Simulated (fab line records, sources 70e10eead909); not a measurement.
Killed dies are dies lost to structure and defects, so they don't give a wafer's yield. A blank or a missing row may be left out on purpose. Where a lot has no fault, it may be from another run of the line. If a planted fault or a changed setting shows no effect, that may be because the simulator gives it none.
Chamber matching / flow nand_harc / NHARC_A_STAIRCASE_DEP_471 on pecvd-01 has 3 sister chambers
The step deposits SiO2, target thk 100 nm. 6 wafers are shown with their chamber, then 7 later ones without.

## EACH WAFER AND ITS CHAMBER
wafer=L077.1; chamber=0; heater_power_w (W)=761; throttle_valve_pct (%)=16.7
wafer=L083.1; chamber=0; heater_power_w (W)=675; throttle_valve_pct (%)=16.7
wafer=L083.4; chamber=1; heater_power_w (W)=642; throttle_valve_pct (%)=16.1
wafer=L083.5; chamber=2; heater_power_w (W)=503; throttle_valve_pct (%)=16.3
wafer=L086.2; chamber=1; heater_power_w (W)=765; throttle_valve_pct (%)=16.2
wafer=L086.4; chamber=2; heater_power_w (W)=485; throttle_valve_pct (%)=16.2

## WAFERS MISSING THEIR CHAMBER
wafer=L086.5; heater_power_w (W)=779; throttle_valve_pct (%)=16.8
wafer=L088.4; heater_power_w (W)=728; throttle_valve_pct (%)=16.8
wafer=L088.5; heater_power_w (W)=457; throttle_valve_pct (%)=16.2
wafer=L088.6; heater_power_w (W)=705; throttle_valve_pct (%)=16.0
wafer=L096.2; heater_power_w (W)=723; throttle_valve_pct (%)=16.1
wafer=L096.3; heater_power_w (W)=486; throttle_valve_pct (%)=16.5
wafer=L096.5; heater_power_w (W)=662; throttle_valve_pct (%)=16.9

## CHAMBER TAKEN BY EACH
wafer=L086.5; from the rows above=0; in truth=0
wafer=L088.4; from the rows above=0; in truth=0
wafer=L088.5; from the rows above=2; in truth=2
wafer=L088.6; from the rows above=1; in truth=1
wafer=L096.2; from the rows above=1; in truth=1
wafer=L096.3; from the rows above=can't be placed: 2 or 0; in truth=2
wafer=L096.5; from the rows above=0; in truth=0
6 of 7 placed correctly. Not placeable from these rows: 1 (in 1, the candidates include the true chamber). 0 placed wrongly.
How it was worked out, from the rows above alone: a wafer's distance from a chamber is the root of the sum, over the readings, of the square of ((its reading less the chamber's mean) divided by the reading's scatter). The wafer belongs to the nearest chamber; if the next one is less than 2 further off, it can't be placed. A chamber's mean is the mean of its shown wafers. The scatter: take each reading less its chamber's mean, square it, sum over the shown wafers, divide by the number of wafers less the number of chambers, and take the root.
